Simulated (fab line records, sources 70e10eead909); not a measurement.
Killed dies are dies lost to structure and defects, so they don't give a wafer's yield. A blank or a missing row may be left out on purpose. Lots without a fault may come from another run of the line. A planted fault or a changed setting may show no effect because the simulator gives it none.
fab line records | flow nand_harc
record lots=14 wafers=42 last_day=33
route steps=1302 shown A_CHANNEL_FILL_D1@508 A_DECK1_JOINT@539 A_ONON_D2@545
lots that met no fault: from a run of the same line without faults
start_h: hours from the record's first day to the start of the lot's first wafer shown | wait_h: hours since the lot's step before | " the same as in the row above | L1.1+2: a row that stands for several wafers | - no value, or no start given | * or withheld: withheld | < > ~ a bound
route shown NAME@n: a module of which the file shows steps, and the number in the route of the first | usual: mean/standard deviation of fault-free wafers | same: alike in all rows | chamber/n: place in a boat | sites: the reading at each site | _std_site: their standard deviation | _edge_site: outer sites' mean less inner sites' | radius_mm: how far each site lies from the wafer's centre | mask NAME#n: copy n | behind: the tool/chamber that last shaped the wafer | hold: why the lot was held/for how many hours/how that ended | device: the transistor (n, p or np) that didn't switch | end of line: the same wafers' tests at the end of the route | a step without rows: its recipe alone | killed: dies lost to structure and defects at the first sort, not the wafer's yield | map: a wafer's dies, x killed, . not, _ none there
set.NAME: the setting as run; set.NAME@STEP: as run at that earlier step | model.NAME: the simulator's own value behind a step, which no gauge read
steps of the route over a sample of lots; a table a step, a row a wafer
services: from which hour (start_h, from the record's first day; less than 0 if before it) a tool's chamber was out of use, for how many hours, and why
## steps
# step NHARC_A_CHANNEL_FILL_D1_ETCHBACK_08
# recipe target_depth_a=2200 time_s=110 c4f8_flow_sccm=20 ar_flow_sccm=withheld rf_w=600 bias_w=300 chemistry=C4F8
# usual oes_product_au=0.95/0.036 rf_vpp_V=438.0/1.6
# same time_s=110
# columns lot.wafer tool chamber start_h wait_h oes_product_au rf_hours_counter_h rf_vpp_V
L756.4 rie_diel-04 0 - - 0.92 2.5 436.3
L756.1 " 2 " " 0.93 2.4 436.9
L756.5 " 0 " " 0.93 - 436.9
L758.3 rie_diel-04 1 - - 1.02 2.4 437.2
L758.4 " 2 " " 0.99 2.9 439.0
L758.6 " 3 " " 0.99 - 440.1
L759.2 rie_diel-03 3 - - 0.92 6.6 440.4
L759.3 " 1 " " 0.93 5.6 438.4
L759.5 " 0 " " 0.94 - 439.3
L760.3 rie_diel-03 2 - - 0.92 6.7 438.5
L760.1 " 0 " " 0.93 6.3 438.9
L760.6 " 3 " " 0.92 - 439.7
L767.3 rie_diel-01 1 - - 0.92 6.3 436.7
L767.2 " 3 " " 0.93 5.9 435.8
L767.6 " 1 " " 0.92 - 436.8
L770.4 rie_diel-03 1 - - 0.93 5.7 438.1
L770.1 " 0 " " 0.93 5.9 438.0
L770.6 " 2 " " 0.94 - 438.3
L768.4 rie_diel-04 3 - - 0.99 0.2 440.0
L768.3 " 0 " " 0.99 0.4 436.2
L768.6 " 2 " " 0.99 - 436.0
L769.1 rie_diel-04 3 - - 0.92 0.3 442.2
L769.4 " 2 " " 0.92 0.3 438.8
L769.5 " 0 " " 0.91 - 436.3
L772.3 rie_diel-01 1 - - 1.00 0.1 436.3
L772.2 " 2 " " 1.00 0.1 437.1
L772.6 " 1 " " 1.00 - 439.2
L771.1 rie_diel-04 3 - - 0.99 1.3 441.4
L771.5 " 0 " " 0.99 - 436.0
L771.6 " 1 " " 1.01 - 435.8
L774.3 rie_diel-01 1 - - 0.99 0.6 438.1
L774.4 " 3 " " 1.00 0.4 437.3
L774.6 " 2 " " 0.98 - 437.1
L775.1 rie_diel-01 3 - - 0.93 1.5 437.0
L775.2 " 0 " " 0.91 1.8 439.7
L775.4 " 1 " " 0.92 2.1 437.4
L776.2 rie_diel-01 0 - - 0.91 2.7 439.4
L776.3 " 1 " " 0.92 2.6 437.2
L776.6 " 3 " " 0.93 - 437.3
L778.2 rie_diel-04 3 - - 0.92 3.9 440.5
L778.4 " 0 " " 0.91 4.9 436.3
L778.5 " 2 " " 0.92 - 438.1
# step NHARC_A_DECK1_JOINT_CMP_02
# recipe material=SiOx
# usual motor_current_A=11.5/0.97
# columns lot.wafer tool chamber start_h wait_h motor_current_A
L756.4 cmp-02 1 273.72 0.4 11.6
L756.1 " 2 " " 10.9
L756.5 " 3 " " 10.1
L758.4 cmp-03 1 295.31 0.4 10.2
L758.3 " 0 " " 11.2
L758.6 " 1 " " 11.3
L759.3 cmp-03 2 301.14 0.4 12.2
L759.2 " 0 " " 11.1
L759.5 " 2 " " 13.2
L760.3 cmp-03 1 324.02 0.4 11.0
L760.1 " 3 " " 10.5
L760.6 " 1 " " 10.9
L767.3 cmp-04 1 387.69 0.4 12.1
L767.2 " 2 " " 10.3
L767.6 " 2 " " 10.8
L770.4 cmp-04 2 417.58 0.4 10.6
L770.1 " 1 " " 11.9
L770.6 " 2 " " 11.0
L768.3 cmp-03 2 417.58 0.4 13.1
L768.4 " 0 " " 11.5
L768.6 " 2 " " 13.0
L769.4 cmp-03 3 425.31 0.4 11.3
L769.1 " 1 " " 11.2
L769.5 " 3 " " 11.0
L772.3 cmp-04 1 439.75 0.4 12.0
L772.2 " 2 " " 11.0
L772.6 " 1 " " 12.1
L771.1 cmp-04 3 446.75 0.4 13.7
L771.5 " 0 " " 11.5
L771.6 " 1 " " 12.3
L774.3 cmp-03 3 452.85 0.4 11.0
L774.4 " 1 " " 10.4
L774.6 " 3 " " 11.5
L775.4 cmp-03 1 477.06 0.4 11.1
L775.1 " 2 " " 12.5
L775.2 " 3 " " 11.0
L776.2 cmp-03 2 486.22 0.4 12.5
L776.3 " 0 " " 10.7
L776.6 " 1 " " 10.1
L778.4 cmp-04 1 492.28 0.4 11.9
L778.2 " 0 " " 12.4
L778.5 " 1 " " 12.2
# step NHARC_A_ONON_D2_DEP_00
# recipe target_thk_a=10000 n2_flow_sccm=2750 n2o_flow_sccm=2000 nh3_flow_sccm=500 sih4_flow_sccm=210 temp_c=400
# usual n2o_flow_sccm=1999/5.5
# columns lot.wafer tool chamber start_h wait_h n2o_flow_sccm
L756.1 pecvd_onon-03 0 274.46 0.1 2007
L756.4 " 0 " " 2002
L756.5 " 0 " " 1995
L758.3 pecvd_onon-01 0 296.23 0.2 2001
L758.4 " 0 " " 1989
L758.6 " 0 " " 1988
L759.2 pecvd_onon-04 0 301.96 0.1 2005
L759.3 " 0 " " 2000
L759.5 " 0 " " 2006
L760.1 pecvd_onon-04 0 324.80 0.1 2002
L760.3 " 0 " " 1995
L760.6 " 0 " " 1999
L767.2 pecvd_onon-03 0 388.83 0.3 1999
L767.3 " 0 " " 2000
L767.6 " 0 " " 2010
L770.1 pecvd_onon-01 0 418.89 0.1 2002
L770.4 " 0 " " 1993
L770.6 " 0 " " 2002
L768.3 pecvd_onon-04 0 418.92 0.2 1993
L768.4 " 0 " " 1994
L768.6 " 0 " " 1998
L769.1 pecvd_onon-04 0 426.06 0.1 1999
L769.4 " 0 " " 2004
L769.5 " 0 " " 2007
L772.2 pecvd_onon-03 0 440.58 0.1 1999
L772.3 " 0 " " 2002
L772.6 " 0 " " 2002
L771.1 pecvd_onon-01 0 447.44 0.1 1995
L771.5 " 0 " " 1994
L771.6 " 0 " " 1999
L774.3 pecvd_onon-04 0 453.71 0.2 1997
L774.4 " 0 " " 1995
L774.6 " 0 " " 1998
L775.1 pecvd_onon-04 0 477.83 0.1 1999
L775.2 " 0 " " 1992
L775.4 " 0 " " 2012
L776.2 pecvd_onon-03 0 487.03 0.1 2001
L776.3 " 0 " " 1991
L776.6 " 0 " " 1999
L778.2 pecvd_onon-01 0 493.11 0.1 2010
L778.4 " 0 " " 1998
L778.5 " 0 " " 2003
# step NHARC_A_ONON_D2_THK_MEAS_02
# recipe thk_meas_gauge=ellipsometry
# usual thk_nm=1003/11
# columns lot.wafer tool chamber start_h wait_h hold thk_nm
L756.1 film_metro-02 - 274.97 - - 1004
L756.4 " - " " - 1004
L756.5 " - " " - 1003
L758.3 film_metro-01 - 296.63 - - 995
L758.4 " - " " - 995
L758.6 " - " " - 993
L759.2 film_metro-02 - 302.42 - await_dispo/0.2h/release 443
L759.3 " - " " await_dispo/0.2h/release 442
L759.5 " - " " await_dispo/0.2h/release 442
L759.2 film_metro-02 - 302.59 0.2 - 443
L759.3 " - " " - 445
L759.5 " - " " - 444
L760.1 film_metro-02 - 325.31 - await_dispo/0.2h/release 454
L760.3 " - " " await_dispo/0.2h/release 455
L760.6 " - " " await_dispo/0.2h/release 454
L760.1 film_metro-02 - 325.48 0.2 - 456
L760.3 " - " " - 453
L760.6 " - " " - 454
L767.2 film_metro-01 - 389.27 - - 1014
L767.3 " - " " - 1016
L767.6 " - " " - 1012
L768.3 film_metro-02 - 419.32 - - 1003
L768.4 " - " " - 1003
L768.6 " - " " - 1004
L770.1 film_metro-01 - 419.40 - - 1020
L770.4 " - " " - 1020
L770.6 " - " " - 1018
L769.1 film_metro-02 - 426.57 - - 1000
L769.4 " - " " - 998
L769.5 " - " " - 997
L772.2 film_metro-01 - 441.03 - - 1005
L772.3 " - " " - 1004
L772.6 " - " " - 1005
L771.1 film_metro-02 - 447.95 - - 1008
L771.5 " - " " - 1008
L771.6 " - " " - 1008
L774.3 film_metro-01 - 454.10 - - 1004
L774.4 " - " " - 1003
L774.6 " - " " - 1002
L775.1 film_metro-01 - 478.34 - - 1010
L775.2 " - " " - 1009
L775.4 " - " " - 1010
L776.2 film_metro-02 - 487.48 - - 996
L776.3 " - " " - 997
L776.6 " - " " - 996
L778.2 film_metro-01 - 493.56 - - 1005
L778.4 " - " " - 1007
L778.5 " - " " - 1005
# step NHARC_A_ONON_D2_THK_MEAS_11
# recipe thk_meas_gauge=ellipsometry
# usual thk_nm=1002/9.8
# columns lot.wafer tool chamber start_h wait_h thk_nm
L756.1 film_metro-01 - 277.01 - 1000
L756.4 " - " " 998
L756.5 " - " " 999
L758.3 film_metro-01 - 298.35 - 1014
L758.4 " - " " 1012
L758.6 " - " " 1012
L767.2 film_metro-01 - 390.98 - 1007
L767.3 " - " " 1006
L767.6 " - " " 1006
L768.3 film_metro-02 - 421.02 - 998
L768.4 " - " " 1000
L768.6 " - " " 998
L770.1 film_metro-01 - 421.12 - 985
L770.4 " - " " 986
L770.6 " - " " 983
L769.1 film_metro-02 - 428.26 - 1006
L769.4 " - " " 1006
L769.5 " - " " 1007
L772.2 film_metro-02 - 442.73 - 992
L772.3 " - " " 993
L772.6 " - " " 991
L771.1 film_metro-02 - 449.64 - 1027
L771.5 " - " " 1023
L771.6 " - " " 1023
L774.3 film_metro-02 - 455.81 - 1008
L774.4 " - " " 1010
L774.6 " - " " 1011
L775.1 film_metro-01 - 480.04 - 1016
L775.2 " - " " 1017
L775.4 " - " " 1016
L776.2 film_metro-02 - 489.17 - 988
L776.3 " - " " 987
L776.6 " - " " 990
L778.2 film_metro-01 - 495.26 - 1009
L778.4 " - " " 1007
L778.5 " - " " 1008
## services
# columns tool chamber start_h hours kind
rie_diel-04 3 215.27 6.1 repair
cmp-04 - 215.85 1.8 repair
cmp-03 - 223.35 0.8 repair
cmp-03 - 226.08 4.3 repair
cmp-03 - 239.18 3.6 repair
rie_diel-04 1 248.09 6.2 repair
cmp-04 - 260.90 1.3 repair
cmp-04 - 262.85 0.9 repair
cmp-03 - 270.60 4.0 pm
rie_diel-01 - 280.73 0.5 repair
cmp-03 - 287.82 0.3 repair
cmp-03 - 290.13 4.1 repair
rie_diel-04 - 292.29 0.3 repair
cmp-03 - 305.34 1.8 repair
cmp-04 - 307.00 4.0 pm
pecvd_onon-04 - 311.15 13.0 pm
cmp-04 - 314.98 1.3 repair
rie_diel-04 - 350.37 0.7 repair
rie_diel-04 - 355.05 9.0 pm
cmp-03 - 368.60 4.0 pm
rie_diel-04 3 413.67 10.7 repair
rie_diel-04 0 423.20 7.0 repair
cmp-03 - 466.60 4.0 pm
pecvd_onon-04 - 492.15 13.0 pm
## key
first_sign step=NHARC_A_ONON_D2_THK_MEAS_02 reading=visit direction=added
effect step=NHARC_A_ONON_D2_THK_MEAS_02 reading=thk_nm direction=down sigmas=50 usual=1003 struck=449
met_at NHARC_A_ONON_D2_DEP_00
struck_lots L759,L760
struck_wafers L759.2,L759.3,L759.5,L760.1,L760.3,L760.6
scrapped_behind NHARC_A_ONON_D2_THK_MEAS_02 L759.2,L759.3,L759.5,L760.1,L760.3,L760.6
not_acting_at NHARC_A_CHANNEL_FILL_D1_ETCHBACK_08,NHARC_A_DECK1_JOINT_CMP_02,NHARC_A_ONON_D2_THK_MEAS_11
fault kind=process_parameter_drift tool=pecvd_onon-04 chamber=0 onset_h=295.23 steps=NHARC_A_ONON_D2_DEP_00 channel=target_thk_a offset=* shape=step end_h=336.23 acts_in=* stated=*
